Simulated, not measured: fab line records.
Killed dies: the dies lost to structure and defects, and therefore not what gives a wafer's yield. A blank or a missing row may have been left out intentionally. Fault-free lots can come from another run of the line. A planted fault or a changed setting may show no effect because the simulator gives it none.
Lot-split experiment -- flow n5_finfet -- 39 wafers read from 7 lots, route of 1938 steps

## THE SPLIT ITSELF
At N5_MOL_CONTACT_COAG_SPUTTER_130 (material Co, target thk 47.5 nm), the setting target_thk_a was moved away from the recipe's 475 angstrom on 9 of the 39 wafers read, by -12.7% to +9.2%. This setting was run at the recipe's value on the other wafers.

The split's own step is where the reading is taken.

## THE READING
Co_of_MOL_CONTACT_COAG_SPUTTER_130.thk_nm (the simulator's own value, which no gauge read), in nm, at N5_MOL_CONTACT_COAG_SPUTTER_130 (material Co, target thk 47.5 nm). The file gives no usual value for it. Across the 30 wafers here that went through the recipe, the average is 47.4 nm and the standard deviation 0.58 nm.

wafer,"tool, chamber at the split","target_thk_a as run, angstrom",against the recipe,"Co_of_MOL_CONTACT_COAG_SPUTTER_130.thk_nm, nm",against lot-mates on the recipe
L075.1,"pvd_sputter-03, -",475,recipe,47.4,-
L075.2,"pvd_sputter-03, -",475,recipe,47.2,-
L075.4,"pvd_sputter-03, -",475,recipe,48,-
L085.1,"pvd_sputter-03, -",475,recipe,48,-
L085.6,"pvd_sputter-03, -",475,recipe,48,-
L085.2,"pvd_sputter-03, -",475,recipe,48.2,-
L085.3,"pvd_sputter-03, -",475,recipe,47.6,-
L085.4,"pvd_sputter-03, -",475,recipe,47.8,-
L085.5,"pvd_sputter-03, -",475,recipe,47.8,-
L088.1,"pvd_sputter-02, -",475,recipe,46.8,-
L088.6,"pvd_sputter-02, -",475,recipe,46.8,-
L088.2,"pvd_sputter-02, -",475,recipe,47.4,-
L088.3,"pvd_sputter-02, -",475,recipe,48.4,-
L088.4,"pvd_sputter-02, -",475,recipe,47.2,-
L088.5,"pvd_sputter-02, -",475,recipe,47,-
L090.1,"pvd_sputter-03, -",475,recipe,47,-
L090.2,"pvd_sputter-03, -",475,recipe,47.2,-
L090.3,"pvd_sputter-03, -",475,recipe,46.8,-
L090.4,"pvd_sputter-03, -",414.8,-12.7%,41.6,-5.4
L090.5,"pvd_sputter-03, -",414.8,-12.7%,40.8,-6.2
L090.6,"pvd_sputter-03, -",414.8,-12.7%,40.6,-6.4
L092.1,"pvd_sputter-03, -",475,recipe,47.8,-
L092.6,"pvd_sputter-03, -",475,recipe,47.8,-
L092.2,"pvd_sputter-03, -",475,recipe,46.8,-
L092.3,"pvd_sputter-03, -",475,recipe,47.2,-
L092.4,"pvd_sputter-03, -",475,recipe,47.2,-
L092.5,"pvd_sputter-03, -",475,recipe,47.4,-
L094.1,"pvd_sputter-01, -",518.7,+9.2%,52.8,+5.0
L094.3,"pvd_sputter-01, -",518.7,+9.2%,52.8,+5.0
L094.2,"pvd_sputter-01, -",475,recipe,47.6,-
L094.4,"pvd_sputter-01, -",475,recipe,47.6,-
L094.5,"pvd_sputter-01, -",518.7,+9.2%,52.4,+4.6
L094.6,"pvd_sputter-01, -",475,recipe,48.2,-
L095.1,"pvd_sputter-02, -",475,recipe,46.2,-
L095.2,"pvd_sputter-02, -",424.1,-10.7%,41.4,-4.9
L095.3,"pvd_sputter-02, -",424.1,-10.7%,41.8,-4.5
L095.4,"pvd_sputter-02, -",424.1,-10.7%,40.8,-5.5
L095.5,"pvd_sputter-02, -",475,recipe,45.8,-
L095.6,"pvd_sputter-02, -",475,recipe,47,-

FIT RESULTS
A straight line over all 39 wafers: Co_of_MOL_CONTACT_COAG_SPUTTER_130.thk_nm changes by +0.541 nm for each +1% of target_thk_a; r = +0.98; the points scatter about the line by 0.58 nm.
The same after taking each lot's own level away (the mean of its wafers on the recipe; 39 wafers): +0.487 nm for each +1%; r = +0.99; scatter 0.4 nm.
The reading moves by 6.2 nm for the largest change in target_thk_a, on that fit.
Measured against the standard deviation above, the lots' own levels, which go from 46.33 to 47.90 nm, span 2.7 times it.
Thus the slope moves with the lot-to-lot level: the two fits are different.
Check: for one of the wafers moved furthest among these (-12.7%), held out of the fit, the line's prediction against its lot-mates is -6.24 nm. Against them it came out at -5.4 nm.

## THE OTHER SPLITS THESE WAFERS WENT THROUGH
Other splits were also applied to these wafers ahead of the reading. Each is held against what the fit with the lots' levels taken away leaves over:
other split on the same wafers,wafers away from the commonest value,r with Co_of_MOL_CONTACT_COAG_SPUTTER_130.thk_nm (lot level and that fit taken away)
N5_FIN_SAQP_ETCH_52 source_w,12,-0.27
N5_DUMMY_GATE_ETCH_37 source_w,9,-0.02
N5_DUMMY_GATE_ETCH_31 target_depth_a,15,+0.10

## THE FILE'S OWN FIT
Co_of_MOL_CONTACT_COAG_SPUTTER_130.thk_nm changes by +0.484 nm for each +1% of target_thk_a, r = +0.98.
